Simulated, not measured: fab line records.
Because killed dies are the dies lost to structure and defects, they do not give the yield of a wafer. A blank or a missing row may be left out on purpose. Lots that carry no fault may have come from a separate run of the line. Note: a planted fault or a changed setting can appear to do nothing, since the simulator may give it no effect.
fab line records	flow n5_finfet
[record] lots = 9	wafers = 26	last_day = 17
route steps=1938 shown ZERO_LAYER@4 WELL_APT@31 PMOS_HMC_CHANNEL_EPI@87 BEOL_M4@1111
lots with no fault: from the same line, run without faults
start_h: hours from the record's first day to the start of the lot's first wafer shown	wait_h: hours from the lot's prior step to this one	" the same as in the row above	L1.1+2: one row covering several wafers at once	- no value present, or no start provided	* or withheld: withheld	< > ~ a bound
route shown NAME@n: NAME is a module with steps in the file, n the number in the route of the first one	usual: average and standard deviation across the fault-free wafers	same: alike in all rows	chamber/n: place in a boat	sites: the reading at each site	_std_site: standard deviation of those values	_edge_site: outer sites' mean less inner sites'	radius_mm: for every site, how far away it sits from the centre of the wafer	mask NAME#n: copy n	behind: the last tool/chamber to shape the wafer	hold: why the lot was held/for how many hours/how that ended	device: whichever transistor did not switch (one of n, p or np)	end of line: at the end of the route, the tests of the same wafers	a step with no rows: only its recipe	killed: dies that structure and defects cost at the first sort, which is not the same as the wafer's yield	map: per-die view of a wafer (x killed, . not killed, _ where there is no die)
set.NAME: the setting the step ran with; set.NAME@STEP: the setting that earlier step ran with	model.NAME: the simulator's own value behind a step, which no gauge read
a sample of lots followed through the steps of the route, with each step as a table and each wafer as a row
services: when a tool's chamber went out of use (start_h, in hours from the record's first day, below 0 if earlier), for how many hours, and the reason
[[steps]]
[step N5_ZERO_LAYER_PECVD_02]
[recipe] material = SiO2	target_thk_a = 100	temp_c = 400	precursor = SiH4/N2O	pressure_torr = 0.75	rf_w = 275	time_s = 6
[usual] heater_power_w = 817/110	rf_fwd_power_W = 272.2/1.2	showerhead_plenum_p_Torr = 8.08/0.076	susceptor_temp_C = 399.96/0.24
[same] time_s = 6
lot.wafer	tool	chamber	start_h	wait_h	heater_power_w	rf_fwd_power_W	showerhead_plenum_p_Torr	susceptor_temp_C
L156.3	pecvd-03	0	12.28	0.0	853	271.6	8.11	400.13
L156.5	"	2	"	"	663	272.8	8.12	400.00
L156.6	"	0	"	"	856	270.9	8.12	400.17
L158.3	pecvd-03	2	24.30	0.0	676	271.3	8.14	400.24
L158.4	"	2	"	"	675	271.2	8.12	400.17
L158.6	"	1	"	"	833	271.5	8.02	400.35
L163.2	pecvd-01	2	54.28	0.0	869	274.0	8.28	399.80
L163.5	"	1	"	"	749	275.4	8.02	399.87
L163.6	"	2	"	"	853	273.2	8.26	399.40
L164.1	pecvd-03	2	60.28	0.0	677	272.2	8.11	400.36
L164.2	"	0	"	"	833	273.0	8.10	400.01
L164.3	"	1	"	"	947	272.3	7.99	400.22
L167.2	pecvd-01	2	78.28	0.0	782	273.6	8.26	399.46
L167.4	"	0	"	"	811	270.7	8.01	400.53
L167.5	"	1	"	"	848	273.5	8.03	400.06
L169.4	pecvd-04	2	90.33	0.1	891	271.3	8.16	399.88
L169.5	"	1	"	"	1042	272.0	8.08	400.07
L170.1	pecvd-04	0	96.28	0.0	730	274.3	7.99	400.37
L170.3	"	1	"	"	1039	272.5	8.10	399.67
L170.5	"	2	"	"	998	271.1	8.18	399.89
L171.1	pecvd-03	2	102.28	0.0	583	271.0	8.14	399.94
L171.5	"	0	"	"	724	271.6	8.13	399.72
L171.6	"	2	"	"	598	271.9	8.11	399.67
L179.1	pecvd-03	0	150.30	0.0	824	272.4	8.09	399.85
L179.3	"	1	"	"	908	272.1	8.03	399.86
L179.5	"	2	"	"	590	271.4	8.11	400.15
[step N5_WELL_APT_DESCUM_13]
[recipe] chemistry = O2	time_s = 7.9	source_power_w = 50	bias_power_w = 20	pressure_mtorr = 20	rf_frequency_hz = 2.712e+07	temp_c = 40	o2_flow_sccm = 225
[usual] drypump_motor_current_A = 5.8/0.49	oes_product_au = 0.80/0.071	rf_fwd_power_W = 49.64/0.2	rf_vpp_V = 243.9/1.2	showerhead_plenum_p_Torr = 2.14/0.05	throttle_valve_pct = 20.50/0.26
[same] time_s = 7.9
lot.wafer	tool	chamber	start_h	wait_h	drypump_motor_current_A	oes_product_au	rf_fwd_power_W	rf_hours_counter_h	rf_vpp_V	showerhead_plenum_p_Torr	throttle_valve_pct
L156.3	rie_diel-06	1	14.21	0.5	5.7	0.73	49.47	148	242.2	2.19	20.54
L156.5	"	2	"	"	5.5	0.85	49.59	-	243.9	2.11	20.16
L156.6	"	1	"	"	5.7	0.73	49.42	-	244.5	2.19	20.54
L158.3	rie_diel-02	1	26.02	0.0	6.3	0.73	49.98	177	242.1	2.07	20.13
L158.4	"	3	"	"	5.9	0.81	49.21	73	242.9	2.12	20.66
L158.6	"	1	"	"	6.3	0.74	49.58	-	243.4	2.07	20.12
L163.2	rie_diel-06	0	56.09	0.1	6.4	0.74	49.77	156	241.8	2.10	20.81
L163.5	"	1	"	"	5.7	0.71	49.34	-	243.5	2.19	20.55
L163.6	"	2	"	"	5.5	0.83	49.73	-	244.9	2.11	20.18
L164.1	rie_diel-02	1	62.53	0.7	6.3	0.72	49.34	190	242.9	2.07	20.13
L164.2	"	0	"	"	6.5	0.92	49.56	22	245.6	2.21	20.28
L164.3	"	3	"	"	5.9	0.79	49.28	85	241.6	2.12	20.68
L167.2	rie_diel-02	2	79.77	0.0	5.1	0.74	49.95	161	243.4	2.11	20.92
L167.4	"	3	"	"	5.9	0.78	49.70	93	243.1	2.12	20.69
L167.5	"	0	"	"	6.5	0.90	49.72	-	246.9	2.21	20.31
L169.4	rie_diel-05	1	91.66	0.0	6.2	0.89	49.45	50	244.2	2.13	20.56
L169.5	"	0	"	"	5.5	0.83	49.39	-	242.6	2.12	20.66
L170.1	rie_diel-02	1	97.79	0.0	6.3	0.72	49.61	201	243.9	2.06	20.15
L170.3	"	2	"	"	5.1	0.74	49.75	167	242.4	2.10	20.93
L170.5	"	2	"	"	5.1	0.74	49.95	-	241.3	2.10	20.94
L171.1	rie_diel-05	0	103.97	0.1	5.5	0.82	49.67	90	242.8	2.12	20.66
L171.5	"	2	"	"	4.9	0.76	49.58	-	245.0	2.18	20.11
L171.6	"	1	"	"	6.2	0.88	49.69	-	244.9	2.13	20.58
L179.1	rie_diel-06	2	151.66	0.0	5.5	0.79	49.73	105	242.3	2.10	20.23
L179.3	"	1	"	"	5.7	0.70	49.38	195	243.8	2.18	20.62
L179.5	"	0	"	"	6.4	0.72	49.69	-	242.7	2.09	20.88
[step N5_WELL_APT_IMPLANT_14]
[recipe] species = P	energy_kev = 160	dose_cm2 = 1.5e+13	tilt_deg = 0	rotation_deg = 0
[usual] dose_ions_cm2 = 1.4995e+13/1.7e+10	faraday_current_uA = 190/4.4
lot.wafer	tool	chamber	start_h	wait_h	dose_ions_cm2	faraday_current_uA
L156.3	implanter-02	0	14.37	0.1	1.5021e+13	194
L156.5	"	0	"	"	1.4982e+13	189
L156.6	"	0	"	"	1.5004e+13	191
L158.3	implanter-02	0	26.18	0.1	1.5008e+13	191
L158.4	"	0	"	"	1.5015e+13	187
L158.6	"	0	"	"	1.4997e+13	181
L163.2	implanter-02	0	56.22	0.1	1.4979e+13	190
L163.5	"	0	"	"	1.4979e+13	198
L163.6	"	0	"	"	1.5003e+13	186
L164.1	implanter-02	0	62.63	0.1	1.4985e+13	197
L164.2	"	0	"	"	1.4992e+13	188
L164.3	"	0	"	"	1.5018e+13	187
L167.2	implanter-01	0	79.90	0.1	1.4975e+13	185
L167.4	"	0	"	"	1.5009e+13	190
L167.5	"	0	"	"	1.496e+13	190
L169.4	implanter-02	0	91.85	0.2	1.4956e+13	195
L169.5	"	0	"	"	1.4961e+13	190
L170.1	implanter-02	0	97.88	0.1	1.3497e+13	175
L170.3	"	0	"	"	1.3514e+13	172
L170.5	"	0	"	"	1.3509e+13	168
L171.1	implanter-02	0	104.07	0.1	1.3524e+13	173
L171.5	"	0	"	"	1.3525e+13	167
L171.6	"	0	"	"	1.3547e+13	176
L179.1	implanter-01	0	151.76	0.1	1.4997e+13	189
L179.3	"	0	"	"	1.4989e+13	188
L179.5	"	0	"	"	1.5022e+13	185
[step N5_PMOS_HMC_CHANNEL_EPI_EPI_26]
[recipe] material = Si	target_thk_a = 38	temp_c = 650	precursor = SiH4/H2	pressure_torr = 20	time_s = 22.7
[usual] susceptor_temp_C = 649.9/0.31	throttle_valve_pct = 11.17/0.16
[same] time_s = 22.7
lot.wafer	tool	chamber	start_h	wait_h	susceptor_temp_C	throttle_valve_pct
L156.3	epi_rpcvd-04	0	20.70	0.2	649.5	11.33
L156.5	"	0	"	"	650.2	11.26
L156.6	"	0	"	"	650.4	11.15
L158.3	epi_rpcvd-04	0	32.20	0.1	650.6	11.32
L158.4	"	0	"	"	649.9	11.00
L158.6	"	0	"	"	650.0	10.99
L163.2	epi_rpcvd-02	0	62.38	0.1	649.5	11.53
L163.5	"	0	"	"	649.6	11.07
L163.6	"	0	"	"	649.8	11.17
L164.1	epi_rpcvd-03	0	68.58	0.0	649.5	11.37
L164.2	"	0	"	"	650.0	11.33
L164.3	"	0	"	"	650.3	11.27
L167.2	epi_rpcvd-02	0	85.63	0.1	649.7	11.05
L167.4	"	0	"	"	649.9	10.74
L167.5	"	0	"	"	650.1	10.92
L169.4	epi_rpcvd-04	0	97.60	0.2	649.9	10.93
L169.5	"	0	"	"	650.2	11.28
L170.1	epi_rpcvd-02	0	103.47	0.0	650.2	11.13
L170.3	"	0	"	"	649.9	11.23
L170.5	"	0	"	"	649.5	11.28
L171.1	epi_rpcvd-04	0	109.78	0.0	649.8	11.08
L171.5	"	0	"	"	649.8	11.34
L171.6	"	0	"	"	650.0	11.08
L179.1	epi_rpcvd-02	0	158.28	0.0	649.6	11.06
L179.3	"	0	"	"	650.1	11.14
L179.5	"	0	"	"	650.0	11.14
[step N5_BEOL_M4_RC_MEAS_101]
[usual] DIBL_N = 35.9/1.6	DIBL_P = 35.6/2.1	IOFF_N = 0.149/0.029	IOFF_P = 0.20/0.033	ION_N = 671/11	ION_P = 460/7.3	RS_NWELL = 1038/5.8	SS_N = 71.4/0.62	SS_P = 73.2/0.65	VT_N = 251/3.1	VT_P = -251/3.4
lot.wafer	tool	chamber	start_h	wait_h	DIBL_N[mV/V]	DIBL_P[mV/V]	IOFF_N[nA/um]	IOFF_P[nA/um]	ION_N[uA/um]	ION_P[uA/um]	RS_NWELL[ohm/sq]	SS_N[mV/dec]	SS_P[mV/dec]	VT_N[mV]	VT_P[mV]
L156.3	prober-02	0	165.61	0.3	35.4	33.8	0.133	0.15	662	445	1037	70.8	72.5	251	-258
L156.5	"	0	"	"	34.5	34.4	0.124	0.15	656	451	1043	70.5	72.7	254	-256
L156.6	"	0	"	"	34.0	34.4	0.116	0.16	655	453	1039	69.8	72.6	254	-257
L158.3	prober-01	0	180.00	0.3	34.8	36.8	0.153	0.19	687	462	1046	71.7	73.5	252	-255
L158.4	"	0	"	"	35.9	38.6	0.169	0.20	676	455	1035	72.1	73.4	252	-253
L158.6	"	0	"	"	33.8	35.6	0.124	0.17	654	454	1037	71.4	72.9	260	-256
L163.2	prober-02	0	205.42	0.2	38.3	37.6	0.182	0.26	680	468	1036	72.3	73.0	247	-248
L163.5	"	0	"	"	35.9	34.8	0.149	0.22	675	471	1038	71.2	72.7	250	-245
L163.6	"	0	"	"	35.0	33.7	0.126	0.19	663	461	1034	70.9	72.9	252	-251
L164.1	prober-01	0	209.04	0.0	36.0	38.9	0.162	0.24	676	477	1042	70.3	73.6	250	-247
L164.2	"	0	"	"	36.4	37.9	0.158	0.22	681	468	1052	71.3	73.6	248	-248
L164.3	"	0	"	"	36.3	38.7	0.175	0.24	704	480	1042	71.8	73.8	248	-245
L167.2	prober-01	0	236.49	0.2	37.3	35.7	0.166	0.25	657	460	1036	72.1	73.9	250	-248
L167.4	"	0	"	"	34.3	32.8	0.124	0.20	670	469	1035	70.5	72.4	252	-249
L167.5	"	0	"	"	36.1	35.5	0.151	0.24	660	459	1030	71.3	73.4	250	-249
L169.4	prober-01	0	247.06	0.5	35.1	33.3	0.135	0.19	662	461	1043	71.3	73.0	253	-251
L169.5	"	0	"	"	34.1	32.3	0.118	0.18	664	455	1039	70.7	72.6	254	-251
L170.1	prober-02	0	254.23	0.0	34.7	34.8	0.127	0.18	663	454	1100	71.2	73.1	253	-252
L170.3	"	0	"	"	35.5	36.1	0.143	0.19	675	457	1102	71.6	72.4	252	-251
L170.5	"	0	"	"	37.9	38.3	0.178	0.23	670	457	1104	72.4	74.4	251	-249
L171.1	prober-01	0	257.33	0.0	37.1	35.7	0.152	0.18	673	462	1099	71.7	73.0	252	-253
L171.5	"	0	"	"	37.1	36.3	0.158	0.19	670	464	1091	72.0	73.3	250	-253
L171.6	"	0	"	"	37.4	37.6	0.155	0.20	677	460	1101	72.0	73.9	251	-250
L179.1	prober-02	0	303.75	0.0	34.6	34.7	0.133	0.19	665	458	1035	71.8	72.8	251	-251
L179.3	"	0	"	"	34.9	33.6	0.135	0.16	679	461	1030	71.3	72.4	252	-253
L179.5	"	0	"	"	35.7	34.8	0.154	0.19	681	459	1026	71.5	73.6	250	-249
[[services]]
tool	chamber	start_h	hours	kind
rie_diel-05	0	-9.85	4.0	repair
pecvd-01	-	-5.33	14.6	pm
implanter-02	-	-2.25	4.3	pm
rie_diel-05	0	8.74	9.8	repair
rie_diel-06	-	9.25	0.5	repair
epi_rpcvd-03	-	20.20	1.0	repair
implanter-01	-	23.51	6.3	repair
pecvd-01	-	33.19	1.0	repair
pecvd-03	0	37.29	2.1	scheduled_down
rie_diel-02	-	41.23	0.6	repair
pecvd-04	-	58.87	0.2	repair
rie_diel-02	0	64.99	3.1	repair
epi_rpcvd-03	-	71.16	1.0	repair
pecvd-01	1	71.42	5.5	scheduled_down
pecvd-01	2	79.71	5.0	scheduled_down
pecvd-01	1	87.10	7.3	repair
rie_diel-06	3	91.74	2.4	repair
pecvd-03	1	99.02	4.0	repair
implanter-01	-	106.69	1.1	repair
pecvd-03	0	111.94	5.5	scheduled_down
pecvd-04	-	129.76	2.1	repair
pecvd-04	-	134.06	2.2	repair
pecvd-01	0	135.19	14.8	repair
rie_diel-02	-	156.72	16.8	repair
[[key]]
[first_sign] step = N5_WELL_APT_IMPLANT_14	reading = dose_ions_cm2	direction = down	sigmas = 87	usual = 1.4995e+13	struck = 1.3519e+13
[effect] step = N5_WELL_APT_IMPLANT_14	reading = faraday_current_uA	direction = down	sigmas = 4.1	usual = 190	struck = 172
[effect] step = N5_BEOL_M4_RC_MEAS_101	reading = RS_NWELL	direction = up	sigmas = 11	usual = 1038	struck = 1100
met_at N5_WELL_APT_IMPLANT_14
struck_lots L170,L171
not_acting_at N5_ZERO_LAYER_PECVD_02,N5_WELL_APT_DESCUM_13,N5_PMOS_HMC_CHANNEL_EPI_EPI_26
onset_between 91.85 97.88
[fault] kind = process_parameter_drift	tool = implanter-02	chamber = -	onset_h = 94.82	steps = N5_WELL_APT_IMPLANT_14	channel = dose_cm2	offset = -1.488e+12	shape = step	end_h = 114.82	acts_in = these_recipes_only	stated = 1.5e+13
